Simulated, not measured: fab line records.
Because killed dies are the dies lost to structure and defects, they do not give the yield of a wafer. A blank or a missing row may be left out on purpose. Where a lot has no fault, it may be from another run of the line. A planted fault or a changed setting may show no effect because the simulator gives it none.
Comparing a struck lot with a sound one    flow n5_finfet    16 steps out of a route of 1938
Sound: these wafers, L836.1, L836.2, L836.4. Wafers struck: L825.1, L825.2, L825.3. Last of all comes the cause.
For every step that has rows: the tool of each side, followed by ch and its chambers, followed by its first start. Under that, the readings that differ: sound wafers    struck wafers    difference of the means    sigmas: that difference in standard deviations of wafers without a fault.
alike: same words and numbers on both sides, and readings whose means sit less than 2 such deviations apart. not compared: any withheld reading, any reading some wafer has no value for, any bound like >300 that may hide the same value, and any number with overlapping values for which the record gives no deviation.
Wherever a step has rows on one side only, a row that says differs or no value, or a row with sigmas, the two part there. Numbers that don't overlap but have no deviation are shown without sigmas and don't part them. A reading that every wafer of one side lacks parts them only if that side has two wafers or more.

first, 3 steps without rows for these wafers: N5_BEOL_M0_SAQP_STRIP_80 (strips in N2/H2); N5_BEOL_M0_SAQP_HM_OPEN_112 (chemistry CHF3/O2, target SiO2, stops on a-Si, target depth 12 nm, time 13.5 s); N5_BEOL_M0_SAQP_STRIP_113 (strips in CHF3/O2).
N5_BEOL_M0_SAQP_MANDREL_ETCH_20: etches a-Si in HBr/Cl2, stops on SiNx, target depth 60 nm, bt time 10 s, time 30 s.
  sound on rie_si-04 ch 0,1,2, day 10 17:44; struck on rie_si-05 ch 0,1,3, day 7 17:23
  alike: HBr_flow_sccm, bias_w, drypump_motor_current_A, oes_product_au, throttle_valve_pct
  not compared: rf_hours_counter_h
N5_BEOL_M0_SAQP_STRIP_86: strips in N2/H2.
  sound on rie_diel-01 ch 0,2,3, day 10 17:50; struck on rie_diel-01 ch 0,2,3, day 7 17:29
  alike: drypump_motor_current_A, oes_product_au, rf_vpp_V, showerhead_plenum_p_Torr, throttle_valve_pct
  not compared: rf_hours_counter_h
then, 3 steps without rows for these wafers: N5_BEOL_M0_SAQP_STRIP_115 (strips in post etch residue remover, time 60 s); N5_BEOL_M0_SAQP_SRD_93 (time 30 s); N5_BEOL_M0_SAQP_RECESS_114 (chemistry HF/NH3, target SiO2, target depth 14.4 nm, afs cycles 3, sublimation time 60 s).
N5_BEOL_M0_SAQP_SPACER1_ALD_98: deposits SiO2, target thk 12.8 nm, pulse time 1 s, purge time 2 s.
  sound on ald_sin-01 ch 0,1,2, day 10 19:47; struck on ald_sin-04 ch 0,2,3, day 7 18:17
  alike: heater_power_w, precursor_pulse_height_rel
then, 1 step without rows for these wafers: N5_BEOL_M0_SAQP_SPACER1_ETCHBACK_99 (etches SiO2 in CHF3/O2, target depth 15.4 nm, time 7.7 s).
N5_BEOL_M0_SAQP_MANDREL1_REMOVE_100: chemistry HBr/Cl2/O2, target a-Si, stops on SiNx, bt time 10 s.
  sound on rie_si-04 ch 0,1,3, day 10 20:21; struck on rie_si-04 ch 0,2,3, day 7 18:52
  alike: drypump_motor_current_A, oes_product_au, throttle_valve_pct
  not compared: rf_hours_counter_h
N5_BEOL_M0_SAQP_CD_MEAS_25: target cd 13.1 nm.
  sound on cd_sem-03 ch 0, day 10 20:27; struck on cd_sem-03 ch 0, day 7 18:58
  alike: cd_nm
N5_BEOL_M0_SAQP_ETCH_101: etches SiNx in CH3F/O2, target depth 29.9 nm, time 42.7 s.
  sound on rie_diel-02 ch 1,2,3, day 10 20:29; struck on rie_diel-02 ch 0,1,2, day 7 19:01
  no value came back on the struck wafers for any of 8 readings (CH3F_flow_sccm (sccm), O2_flow_sccm (sccm) and others); on the sound wafers CH3F_flow_sccm (sccm) reads 29.95 30.00 30.19
N5_BEOL_M0_SAQP_ETCH_102: etches SiO2 in CF4, target depth 4 nm, time 4.4 s.
  sound on rie_si-02 ch 0,2,3, day 10 20:36; struck on rie_si-02 ch 0,1,3, day 7 19:07
  alike: bias_w, cf4_flow_sccm, drypump_motor_current_A, oes_product_au, throttle_valve_pct
  not compared: rf_hours_counter_h
N5_BEOL_M4_RC_MEAS_101:
  the record has rows for the sound wafers here (prober-02 ch 0, day 14 06:38) and none for the struck ones
-- record jumps: 8 days separate the struck wafers' starts on either side; left off in module BEOL_M4, taken up again in module PASSIVATION, whose first shown step is the route's number 1936 --
N5_PASSIVATION_PROBE_49:
  rows exist in the record for the struck wafers here (prober-02, day 15 07:15), but not for the sound ones

## WHERE THEY PART
At N5_BEOL_M0_SAQP_ETCH_101 first; at N5_PASSIVATION_PROBE_49 last (within this record only).

WHY: what the simulator had put in
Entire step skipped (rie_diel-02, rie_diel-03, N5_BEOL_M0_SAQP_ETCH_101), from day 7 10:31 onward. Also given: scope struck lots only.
